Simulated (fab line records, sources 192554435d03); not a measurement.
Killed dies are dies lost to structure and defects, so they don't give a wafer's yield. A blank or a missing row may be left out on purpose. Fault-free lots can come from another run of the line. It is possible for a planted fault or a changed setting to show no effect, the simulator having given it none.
Code-filled problem report in 8D (eight disciplines) form / flow n5 finfet / the parts of the form that need people (team, actions taken, sign-off) are left out

== 1. THE ISSUE ==
Mean of run length s at N5_BEOL_M1_VIA_ETCH_34: 78.6 s across 6 wafers in 2 lots; on wafers with no fault it is 87.8 s (standard deviation 0.42). That is -22 standard deviations from the usual mean.
The step: etches the open film in C4F6/O2, target depth 67.8 nm, time 64.4 s.
Seen first at day 10 13:21 on rie diel-02, wafer L617.2. The record has a number at this step for 18 wafers belonging to 6 lots. Rule for "out" (also "out of limits"): further than 4 standard deviations from the usual mean. All remaining wafers that have a number are taken as sound.

== 2. WHAT IT IS; WHAT IT IS NOT ==
question=which readings at this step | is=run length s | is not=O2_flow_sccm, drypump motor current A, oes product au, rf vpp V, showerhead plenum p Torr, throttle valve pct
question=which lots | is=L617, L619 | is not=L600, L603, L604, L623
question=which wafers of those lots | is=all that have a number | is not=-
question=read on which tools | is=rie diel-02 | is not=rie diel-04, rie diel-05
question=when | is=from day 10 13:21 | is not=up to then (9 sound wafers); but 3 sound wafers of L623 came after

== 3. THE SUSPECTS, EACH WITH WHAT RULES IT OUT ==
Counting: any tool at a process step up to the reading is kept as a suspect provided that every lot that is out went through it and no sound lot did after the first of them.
- rie diel-02 at N5_BEOL_M1_DESCUM_33 (chemistry O2, time 7 s): kept. All lots that are out passed through it, beginning with L617 at day 10 10:59, and no sound lot followed; its final sound lot before that point was L604 at day 7 05:47.
- rie diel-02 at N5_BEOL_M1_ETCH_77 (etches underlayer in N2/H2, target depth 6.5 nm, time 5.2 s): kept. All lots that are out passed through it, beginning with L617 at day 10 11:02, and no sound lot followed; its final sound lot before that point was L604 at day 7 05:49.
- rie diel-02 at N5_BEOL_M1_ETCH_69 (etches SiARC in CF4, target depth 15.6 nm, time 26 s): kept. All lots that are out passed through it, beginning with L617 at day 10 11:03, and no sound lot followed; its final sound lot before that point was L604 at day 7 05:50.
- rie diel-02 at N5_BEOL_M1_ETCH_70 (etches SOC in N2/H2, target depth 80 nm, overetch 16 nm, time 120 s): kept. All lots that are out passed through it, beginning with L617 at day 10 13:14, and no sound lot followed; its final sound lot before that point was L600 at day 6 07:44.
- rie diel-02 at N5_BEOL_M1_VIA_ETCH_34 (etches the open film in C4F6/O2, target depth 67.8 nm, time 64.4 s): kept. All lots that are out passed through it, beginning with L617 at day 10 13:21, and no sound lot followed; its final sound lot before that point was L600 at day 6 07:50. On those wafers its own readings are out: run length s.
Left after counting: rie diel-02 at N5_BEOL_M1_DESCUM_33, rie diel-02 at N5_BEOL_M1_ETCH_77, rie diel-02 at N5_BEOL_M1_ETCH_69, rie diel-02 at N5_BEOL_M1_ETCH_70, rie diel-02 at N5_BEOL_M1_VIA_ETCH_34.

== 4. THE CAUSE (what the simulator had put in) ==
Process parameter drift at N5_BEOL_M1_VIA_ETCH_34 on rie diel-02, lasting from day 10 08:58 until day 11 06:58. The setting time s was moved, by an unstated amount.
This tool is one of the 5 suspects left after counting.

== 5. THE EFFECT CHAIN, in route order ==
One row per reading whose mean, taken over the struck wafers that have a number, lies over 3 standard deviations from the usual. Only readings whose record carries a usual standard deviation are examined. hours: median over the lots of the time between each lot's start at the first step of this table that gives one and its start at this step. sigmas: the change, counted in usual standard deviations.
hours=0; step=N5_BEOL_M1_VIA_ETCH_34; reading=run length s; usual=87.8 s; on struck wafers=78.6; change=-9.2; sigmas=-22
Here are the process steps it includes:
- N5_BEOL_M1_VIA_ETCH_34: etches the open film in C4F6/O2, target depth 67.8 nm, time 64.4 s.
Later steps that measure or inspect, where all struck wafers having a row at the step show a number for every such reading and not one has moved that far: N5_BEOL_M4_RC_MEAS_101.

== 6. HOW IT WOULD HAVE BEEN CAUGHT EARLIER ==
The fault began at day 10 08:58; the first out-of-limits reading in this record came at day 10 13:21, 4 hours later.
